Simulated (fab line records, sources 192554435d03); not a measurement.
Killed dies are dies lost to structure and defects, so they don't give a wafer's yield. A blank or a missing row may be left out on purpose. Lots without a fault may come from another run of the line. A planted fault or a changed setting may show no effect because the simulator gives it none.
Chamber matching | flow n5_finfet | N5_BEOL_M9_CMP_52 on cmp-01: 4 sister chambers
The step polishes, stops on SiCOH lowk, t overpolish 7 s, target thk 140 nm. 4 wafers are shown with their chamber, then 9 later ones without.

WAFERS WITH THEIR CHAMBER
wafer  | chamber | motor_current_A (A)
L083.4 | 3       | 6.1
L091.1 | 2       | 6.3
L094.5 | 0       | 5.5
L094.6 | 1       | 5.6

WAFERS WITHOUT THEIR CHAMBER
wafer  | motor_current_A (A)
L093.1 | 5.8
L093.4 | 5.6
L093.5 | 5.7
L096.2 | 5.8
L096.3 | 5.7
L096.5 | 6.0
L097.1 | 5.6
L097.3 | 5.6
L097.5 | 6.1

WHICH CHAMBER EACH WENT THROUGH
wafer  | from the rows above          | in truth
L093.1 | can't be placed: 1 or 0 or 3 | 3
L093.4 | can't be placed: 1 or 0      | 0
L093.5 | can't be placed: 1 or 0      | 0
L096.2 | can't be placed: 1 or 0 or 3 | 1
L096.3 | can't be placed: 1 or 0      | 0
L096.5 | can't be placed: 3 or 2      | 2
L097.1 | can't be placed: 1 or 0      | 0
L097.3 | can't be placed: 1 or 0      | 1
L097.5 | can't be placed: 3 or 2      | 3
Placed correctly: 0 of 9. Can't be placed from these rows: 9 (the true chamber is among the candidates in 9). Placed wrongly: 0.
How it was worked out, from the rows above alone: a wafer's distance from a chamber is the root of the sum, over the readings, of the square of ((its reading less the chamber's mean) divided by the reading's scatter). The wafer belongs to the nearest chamber; if the next one is less than 2 further off, it can't be placed. A chamber's mean is the mean of its shown wafers. The scatter: with one shown wafer a chamber, the root of the mean of the squares of how far each hidden wafer lies from its nearest shown one.
